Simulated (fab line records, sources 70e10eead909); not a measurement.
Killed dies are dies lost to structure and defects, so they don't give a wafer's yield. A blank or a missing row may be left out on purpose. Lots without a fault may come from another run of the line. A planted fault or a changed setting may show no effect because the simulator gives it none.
fab line records | flow nand_harc
record lots=5 wafers=15 last_day=23
route steps=1159 shown A_SGD_CUT@753 END@1159
lots that met no fault: from a run of the same line without faults
start_h: hours from the record's first day to the start of the lot's first wafer shown | wait_h: hours since the lot's step before | " the same as in the row above | L1.1+2: a row that stands for several wafers | - no value, or no start given | * or withheld: withheld | < > ~ a bound
route shown NAME@n: a module of which the file shows steps, and the number in the route of the first | usual: mean/standard deviation of fault-free wafers | same: alike in all rows | chamber/n: place in a boat | sites: the reading at each site | _std_site: their standard deviation | _edge_site: outer sites' mean less inner sites' | radius_mm: how far each site lies from the wafer's centre | mask NAME#n: copy n | behind: the tool/chamber that last shaped the wafer | hold: why the lot was held/for how many hours/how that ended | device: the transistor (n, p or np) that didn't switch | end of line: the same wafers' tests at the end of the route | a step without rows: its recipe alone | killed: dies lost to structure and defects at the first sort, not the wafer's yield | map: a wafer's dies, x killed, . not, _ none there
set.NAME: the setting as run; set.NAME@STEP: as run at that earlier step | model.NAME: the simulator's own value behind a step, which no gauge read
lots at some steps of the route; a table a step, a row a wafer
services: from which hour (start_h, from the record's first day; less than 0 if before it) a tool's chamber was out of use, for how many hours, and why
## steps
# step NHARC_A_SGD_CUT_SOFTBAKE_04
# recipe temp_c=105 time_s=55
# step NHARC_A_SGD_CUT_EBR_05
# step NHARC_A_SGD_CUT_EXPOSE_06
# recipe na=1.35 dose_mj=85.59 mask_id=SGD
# step NHARC_A_SGD_CUT_PEB_07
# recipe peb_temp_c=100 peb_time_s=65
# step NHARC_A_SGD_CUT_DEVELOP_08
# recipe develop_time_s=35 dev_temp_c=23
# step NHARC_A_SGD_CUT_CD_MEAS_09
# recipe target_cd_nm=100 landing_energy_ev=500
# usual cd_nm=100.0/0.51
# columns lot.wafer tool chamber start_h wait_h cd_nm
L601.2 cd_sem-03 0 327.54 - 100.3
L601.3 " 0 " " 100.3
L601.5 " 0 " " 100.6
L603.1 cd_sem-01 0 328.93 - 99.4
L603.3 " 0 " " 100.2
L603.5 " 0 " " 100.8
L612.1 cd_sem-01 0 383.02 - 99.5
L612.3 " 0 " " 99.9
L612.4 " 0 " " 99.1
L616.1 cd_sem-01 0 415.84 - 100.2
L616.2 " 0 " " 100.8
L616.6 " 0 " " 100.2
L617.1 cd_sem-01 0 418.96 - 100.4
L617.2 " 0 " " 100.3
L617.5 " 0 " " 100.3
# step NHARC_A_SGD_CUT_OVL_MEAS_10
# usual overlay_x_nm=0.0/0.85 overlay_y_nm=0.3/1
# columns lot.wafer tool chamber start_h wait_h overlay_x_nm overlay_y_nm
L601.2 overlay-01 - 327.62 - 1.8 -1.0
L601.3 " - " " 2.2 -1.1
L601.5 " - " " 1.7 -1.3
L603.1 overlay-02 - 329.02 - 1.4 2.0
L603.3 " - " " 0.4 1.4
L603.5 " - " " 0.7 1.6
L612.1 overlay-01 - 383.11 - 0.4 1.3
L612.3 " - " " 0.4 1.3
L612.4 " - " " 0.6 2.1
L616.1 overlay-01 - 415.93 - -2.0 0.1
L616.2 " - " " -1.7 0.3
L616.6 " - " " -1.3 0.2
L617.1 overlay-01 - 419.05 - -0.8 0.1
L617.2 " - " " -0.2 -0.7
L617.5 " - " " 0.7 -0.2
# step NHARC_A_SGD_CUT_INSPECT_11
# usual raw_defect_count=16/9.1
# columns lot.wafer tool chamber start_h wait_h raw_defect_count
L601.2 defect_inspect-01 - 327.66 0.0 4
L601.3 " - " " 2
L601.5 " - " " 5
L603.1 defect_inspect-01 - 329.06 0.0 12
L603.3 " - " " 22
L603.5 " - " " 13
L612.1 defect_inspect-01 - 383.14 0.0 21
L612.3 " - " " 27
L612.4 " - " " 27
L616.1 defect_inspect-01 - 415.97 0.0 14
L616.2 " - " " 14
L616.6 " - " " 7
L617.1 defect_inspect-02 - 419.09 0.0 24
L617.2 " - " " 19
L617.5 " - " " 34
# step NHARC_A_SGD_CUT_DESCUM_14
# recipe time_s=3 o2_flow_sccm=200 ar_flow_sccm=0 bias_power_w=0 chemistry=O2
# usual drypump_motor_current_A=5.8/0.48 oes_product_au=1.005/0.0097 rf_vpp_V=57.6/0.95 showerhead_plenum_p_Torr=1.89/0.093 throttle_valve_pct=11.311/0.0082
# columns lot.wafer tool chamber start_h wait_h drypump_motor_current_A oes_product_au rf_hours_counter_h rf_vpp_V showerhead_plenum_p_Torr throttle_valve_pct
L601.2 rie_diel-05 1 327.73 0.1 5.6 0.997 8 56.5 1.88 11.308
L601.3 " 3 " " 6.4 0.995 10 56.8 1.79 11.304
L601.5 " 1 " " 5.6 1.001 - 58.5 1.88 11.314
L603.3 rie_diel-12 0 329.12 0.1 6.7 1.005 14 56.3 1.81 11.306
L603.1 " 2 " " 4.8 1.010 13 58.1 2.00 11.313
L603.5 " 3 " " 5.4 1.005 - 57.0 1.79 11.320
L612.1 rie_diel-05 0 383.21 0.1 5.5 1.006 3 58.9 2.02 11.306
L612.4 " 1 " " 5.6 1.006 2 57.2 1.88 11.295
L612.3 " 2 " " 5.8 1.019 2 56.1 1.83 11.300
L616.1 rie_diel-12 1 416.03 0.1 6.4 1.013 4 58.3 1.86 11.303
L616.2 " 2 " " 4.8 1.000 3 57.9 2.00 11.311
L616.6 " 1 " " 6.4 1.007 - 58.1 1.86 11.323
L617.2 rie_diel-02 3 419.15 0.1 5.7 1.010 7 59.5 2.00 11.313
L617.1 " 0 " " 5.7 1.004 7 57.6 1.78 11.309
L617.5 " 1 " " 5.8 1.020 - 58.2 1.99 11.320
# step NHARC_A_SGD_CUT_ETCH_58
# recipe target_depth_a=390 over_etch_frac=0.3 time_s=65 ion_energy_ev=80 cf4_flow_sccm=150 ar_flow_sccm=0 rf_w=300 bias_w=100 chemistry=CF4
# usual bias_w=100.0/0.3 cf4_flow_sccm=150.0/0.45 drypump_motor_current_A=5.8/0.47 oes_product_au=1.005/0.0094 rf_vpp_V=151.0/1.4 showerhead_plenum_p_Torr=1.75/0.077 throttle_valve_pct=13.283/0.01
# columns lot.wafer tool chamber start_h wait_h bias_w cf4_flow_sccm drypump_motor_current_A oes_product_au rf_hours_counter_h rf_vpp_V showerhead_plenum_p_Torr throttle_valve_pct
L601.3 rie_diel-05 1 327.81 0.1 99.9 150.2 5.6 0.987 8 151.3 1.74 13.294
L601.2 " 2 " " 99.8 149.4 5.8 0.991 10 149.3 1.70 13.265
L601.5 " 1 " " 100.1 149.7 5.6 0.999 - 151.2 1.74 13.283
L603.3 rie_diel-12 0 329.20 0.1 100.3 150.0 6.7 1.009 14 149.9 1.68 13.272
L603.1 " 2 " " 100.0 149.3 4.8 1.015 13 151.3 1.84 13.288
L603.5 " 0 " " 100.3 150.2 6.7 1.007 - 151.6 1.68 13.289
L612.4 rie_diel-05 3 383.29 0.1 99.9 149.4 6.4 0.991 2 148.9 1.66 13.261
L612.1 " 0 " " 100.2 150.5 5.5 1.012 3 152.4 1.86 13.284
L612.3 " 1 " " 99.9 150.0 5.6 1.008 2 150.1 1.74 13.287
L616.2 rie_diel-12 0 416.12 0.1 99.7 150.8 6.7 1.010 4 148.1 1.67 13.279
L616.1 " 2 " " 99.9 149.9 4.8 0.988 3 152.6 1.84 13.285
L616.6 " 3 " " 100.3 149.6 5.4 1.008 - 150.9 1.66 13.292
L617.2 rie_diel-02 2 419.25 0.1 99.8 149.5 5.8 0.987 8 150.9 1.78 13.288
L617.1 " 0 " " 100.0 150.2 5.7 0.997 8 148.6 1.66 13.281
L617.5 " 2 " " 100.2 150.5 5.8 0.995 - 152.8 1.78 13.271
# step NHARC_A_SGD_CUT_ETCH_59
# recipe target_depth_a=2600 over_etch_frac=0.25 time_s=406.25 ion_energy_ev=200 n2_flow_sccm=150 h2_flow_sccm=150 ar_flow_sccm=0 rf_w=400 bias_w=150 chemistry=N2/H2
# usual bias_w=150.1/0.42 drypump_motor_current_A=5.8/0.48 oes_product_au=1.006/0.0087 rf_vpp_V=429.8/2.9 showerhead_plenum_p_Torr=2.01/0.1 throttle_valve_pct=14.170/0.0086
# columns lot.wafer tool chamber start_h wait_h bias_w drypump_motor_current_A oes_product_au rf_hours_counter_h rf_vpp_V showerhead_plenum_p_Torr throttle_valve_pct
L601.3 rie_diel-05 3 - - 150.3 6.4 1.016 10 425.8 1.90 14.176
L601.2 " 0 " " 148.8 5.5 1.013 10 434.9 2.16 14.151
L601.5 " 2 " " 149.8 5.8 1.006 - 427.7 1.95 14.180
L603.3 rie_diel-12 0 - - 149.4 6.7 1.010 14 428.1 1.92 14.175
L603.1 " 1 " " 150.8 6.4 1.014 14 429.9 1.98 14.166
L603.5 " 0 " " 150.3 6.7 1.019 - 426.8 1.92 14.158
L612.3 rie_diel-05 0 - - 150.0 5.5 1.004 3 433.7 2.16 14.162
L612.1 " 1 " " 150.0 5.6 1.013 3 428.5 2.00 14.168
L612.4 " 2 " " 149.1 5.8 1.009 2 427.7 1.95 14.169
L616.2 rie_diel-12 3 - - 150.0 5.4 1.008 4 425.7 1.90 14.158
L616.1 " 0 " " 149.8 6.7 1.016 5 429.2 1.92 14.166
L616.6 " 2 " " 150.1 4.8 0.996 - 431.4 2.13 14.156
L617.2 rie_diel-02 1 - - 150.1 5.8 1.019 9 433.5 2.12 14.174
L617.1 " 2 " " 150.7 5.8 0.996 8 430.5 2.05 14.166
L617.5 " 2 " " 150.7 5.8 0.987 - 431.1 2.05 14.171
# step NHARC_A_SGD_CUT_ETCH_15
# recipe target_depth_a=750 time_s=64.3 ch3f_flow_sccm=50 o2_flow_sccm=30 ar_flow_sccm=200 rf_w=500 bias_w=100 chemistry=CH3F/O2
# usual bias_w=100.0/0.3 drypump_motor_current_A=5.8/0.48 oes_product_au=0.969/0.015 rf_vpp_V=263.3/1.8 showerhead_plenum_p_Torr=2.42/0.11 throttle_valve_pct=20.662/0.009
# columns lot.wafer tool chamber start_h wait_h bias_w drypump_motor_current_A oes_product_au rf_hours_counter_h rf_vpp_V showerhead_plenum_p_Torr throttle_valve_pct
L601.3 rie_diel-05 1 - - 100.3 5.6 0.956 8 262.9 2.42 20.654
L601.2 " 2 " " 99.9 5.8 0.980 10 261.9 2.35 20.659
L601.5 " 2 " " 100.2 5.8 0.980 - 262.4 2.35 20.669
L603.3 rie_diel-12 1 - - 100.1 6.4 0.982 14 263.4 2.39 20.656
L603.1 " 0 " " 100.0 6.7 0.965 14 261.5 2.33 20.659
L603.5 " 2 " " 100.0 4.8 0.986 - 265.5 2.56 20.669
L612.3 rie_diel-05 3 - - 100.0 6.4 0.962 2 262.5 2.30 20.658
L612.1 " 0 " " 100.0 5.5 0.963 3 265.1 2.59 20.661
L612.4 " 2 " " 100.9 5.8 0.978 2 261.4 2.35 20.657
L616.1 rie_diel-12 0 - - 100.6 6.7 0.954 5 262.1 2.32 20.656
L616.2 " 3 " " 99.9 5.4 0.950 4 262.7 2.30 20.672
L616.6 " 0 " " 99.8 6.7 0.960 - 263.3 2.32 20.665
L617.2 rie_diel-02 3 - - 100.2 5.7 0.969 7 265.4 2.56 20.640
L617.1 " 2 " " 99.6 5.8 0.982 8 263.2 2.47 20.642
L617.5 " 3 " " 100.0 5.7 0.964 - 264.7 2.56 20.656
# step NHARC_A_SGD_CUT_ETCH_16
# recipe target_depth_a=3105 time_s=155.2 c4f8_flow_sccm=withheld o2_flow_sccm=8 ar_flow_sccm=withheld rf_w=600 bias_w=800 chemistry=C4F8/O2/Ar
# usual bias_w=799.7/2.2 oes_product_au=0.980/0.013 rf_vpp_V=722/4.7
# columns lot.wafer tool chamber start_h wait_h bias_w oes_product_au rf_hours_counter_h rf_vpp_V
L601.3 rie_diel-05 0 328.31 - 798.2 0.969 10 728
L601.2 " 2 " " 802.9 0.984 10 719
L601.5 " 0 " " 798.8 0.978 - 729
L603.3 rie_diel-12 3 329.70 - 799.4 0.974 14 718
L603.1 " 1 " " 799.5 1.002 14 720
L603.5 " 3 " " 800.6 0.981 - 717
L612.1 rie_diel-05 0 383.92 - 800.4 0.934 3 729
L612.3 " 1 " " 795.5 0.992 3 721
L612.4 " 2 " " 797.1 0.988 2 720
L616.2 rie_diel-12 2 416.61 - 802.3 0.938 3 727
L616.1 " 0 " " 798.4 0.973 5 719
L616.6 " 2 " " 800.9 0.934 - 728
L617.1 rie_diel-02 0 419.74 - 803.4 0.977 8 717
L617.2 " 2 " " 802.3 1.000 8 724
L617.5 " 1 " " 802.1 0.996 - 726
# step NHARC_A_SGD_CUT_STRIP_60
# recipe c4f8_flow_sccm=withheld o2_flow_sccm=8 ar_flow_sccm=withheld bias_w=0 chemistry=C4F8/O2/Ar
# step NHARC_END_SORT_01
# recipe temp_c=25
# usual killed_at_array=26/11 killed_at_other=0.6/1 killed_at_periphery=3.1/2.1 killed_dies=30/11 killed_open=3.4/1.8 killed_short=2.1/1.5
# same gross_dies=677
# columns lot.wafer tool chamber start_h wait_h killed_at_array killed_at_other killed_at_periphery killed_dies killed_open killed_short
L603.1 prober-02 0 472.96 2.5 16 0 2 18 3 3
L603.3 prober-02 0 474.54 3.1 25 0 4 29 4 6
L603.5 prober-02 0 476.13 3.7 17 0 5 22 5 0
L612.1 prober-01 0 510.07 2.5 509 0 1 510 2 0
# killed by level:class
L603.1 A_CHANNEL_HOLE_D1:chamber_film_flake=8 A_ONON_D1:geometric_particle:open=1 A_ONON_D1:geometric_particle:short=1 A_STAIRCASE:geometric_particle:short=1 A_BLC:geometric_particle:open=1 A_M0:geometric_particle:short=1 A_M0:geometric_particle:open=1 P_GATE:chamber_film_flake=1
L603.3 A_CHANNEL_HOLE_D1:chamber_film_flake=15 P_GATE:geometric_particle:open=2 A_CHANNEL_FILL_D1:geometric_particle:short=2 A_WL_FILL:geometric_particle:short=2 A_CONTACT:chamber_film_flake=2 A_ONON_D1:geometric_particle:short=1 A_ONON_D1:geometric_particle:open=1 A_CHANNEL_HOLE_D1:geometric_particle:short=1
L603.5 A_CHANNEL_HOLE_D1:chamber_film_flake=10 A_CONTACT:chamber_film_flake=5 P_GATE:chamber_film_flake=2 P_STI:geometric_particle:open=1 P_GATE:geometric_particle:open=1 P_M1:geometric_particle:open=1 A_CHANNEL_FILL_D1:geometric_particle:open=1 A_M1:geometric_particle:open=1
L612.1 A_SGD_CUT:area_etch=468 A_SLIT:chamber_film_flake=18 A_CHANNEL_HOLE_D1:chamber_film_flake=12 A_CHANNEL_FILL_D1:chamber_film_flake=4 A_M1:chamber_film_flake=2 P_STI:geometric_particle:open=1 A_CHANNEL_FILL_D1:geometric_particle:open=1 A_ZERO_WELL:chamber_film_flake=1
# map L612.1 (x killed, . not)
____________.____________
_________x..xx.._________
_______xxx.x.xxx.x_______
______xxxxxx.x.xxxx______
_____.xxxx.xxx..xx.x_____
____xxxxxx.xxxxx...x.____
____xxxxx.xxxxx.x.xxx____
___xx.xxxxxx.xxx.xxxxx___
___.x.xxx.xxxx...x.xxx___
__x.xxxx.xx..x.xxxxxxx.__
__xxxx.xxxx.x.xxxxx...x__
_xxxxxxxxxxx..xxx.xx.xx._
_xxxxxxxxxx....xx.xxxxxx_
_xxxxxxx...xxx.x.x.x.x.x_
_xxxxxx.xxxxx.xx..x.x..x_
_.xxxxxx.xx.x.xxxx.x.xx._
xxxxxx.x...xx.xxxx.x..xx.
x..xxx.x.xxxxx.xxx.x.xxxx
xxxx...x..xx.xx...x.xx.x.
x.xxx.x.x.xxx.x.xxx..x.xx
xxxx.xx.x.xxxxxx.xx.xxxx.
_xxx.xxx.xxx.xx.xx..xxxx_
_xxxx.xxxx.xxx.xxxx.xxxx_
_xxx..xxxx.xxx.x.xxx.xxx_
_xxxxxxx.xxxxxxxxxx..xx._
_xxxxxxxxxxx..xxxxxxx.xx_
__xx.xxxxxx.x.xxxxxxx.x__
__xxxxxxxxx.xx.xx.x.xxx__
___xxxxxxxxxxx.xxxx.xx___
___xxxxxxx.x.xxxxxxxxx___
____xx.xxxxxxx..xxx.x____
____xxxxxxxxxxx.xxx.x____
_____xxxxxxxxx.xx.xx_____
______xxxxxxx..xx..______
_______xxxxxxxxxxx_______
_________xxxxxxx_________
____________x____________
# map L601.3 (x killed, . not)
____________.____________
_________......._________
_______.x........._______
______.............______
_____..............._____
____.x...............____
____.................____
___...................___
___...................___
__.....................__
__...............x.....__
_.............x........._
_......................._
_......................._
_......................._
_....................x.._
........x................
.........................
.....x...................
..................x......
.........................
_.....................x._
_......................._
_.x....x................_
_......................._
_...x..................._
__.....x...............__
__.....................__
___...................___
___...................___
____......x..........____
____.......x.........____
_____..............._____
______.............______
_______..........x_______
_________.....x._________
____________.____________
## services
# columns tool chamber start_h hours kind
rie_diel-02 - 307.60 0.6 repair
rie_diel-12 0 309.67 - clean
rie_diel-12 1 309.67 - clean
rie_diel-12 2 309.67 - clean
rie_diel-12 3 309.67 - clean
rie_diel-05 - 312.12 0.9 repair
rie_diel-05 1 315.11 4.8 repair
rie_diel-05 0 319.77 - clean
rie_diel-05 2 319.77 - clean
rie_diel-05 3 319.77 - clean
rie_diel-02 - 327.70 9.0 pm
rie_diel-12 0 334.20 - clean
rie_diel-12 1 334.20 - clean
rie_diel-12 2 334.20 - clean
rie_diel-12 3 334.20 - clean
rie_diel-05 - 340.60 9.0 pm
rie_diel-05 0 340.60 9.0 vent_cycle
rie_diel-05 1 340.60 9.0 vent_cycle
rie_diel-02 0 342.03 2.9 repair
rie_diel-12 3 372.74 3.8 repair
rie_diel-02 3 373.45 8.2 repair
rie_diel-12 - 379.40 9.0 pm
rie_diel-12 2 395.12 2.0 repair
rie_diel-05 2 408.12 7.7 repair
## key
first_sign step=NHARC_A_SGD_CUT_ETCH_16 reading=oes_product_au direction=down sigmas=3.4 usual=0.980 struck=0.934
effect step=NHARC_END_SORT_01 reading=killed_at_array direction=up sigmas=44 usual=26 struck=509
more_kills_born_at NHARC_A_SGD_CUT_ETCH_16@rie_diel-05=468
met_at NHARC_A_SGD_CUT_ETCH_16
struck_wafers L612.1
later_rows_left_out L612.1
tester_left_out L612
onset_between 328.31 383.92
fault kind=process_parameter_drift tool=rie_diel-05 chamber=0 onset_h=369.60 steps=NHARC_A_SGD_CUT_ETCH_16 channel=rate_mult offset=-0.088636 shape=step end_h=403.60
# tester_left_out: of these lots the tester's yield and bins aren't shown, on N5 and GAA mostly nor the transistor test; their killed dies are dies lost to structure and defects alone, not to doping, threshold or leakage, so they don't give the yield
# later_rows_left_out: the simulator's readings of these wafers behind a module that went badly wrong aren't trusted and aren't shown, but for the sort
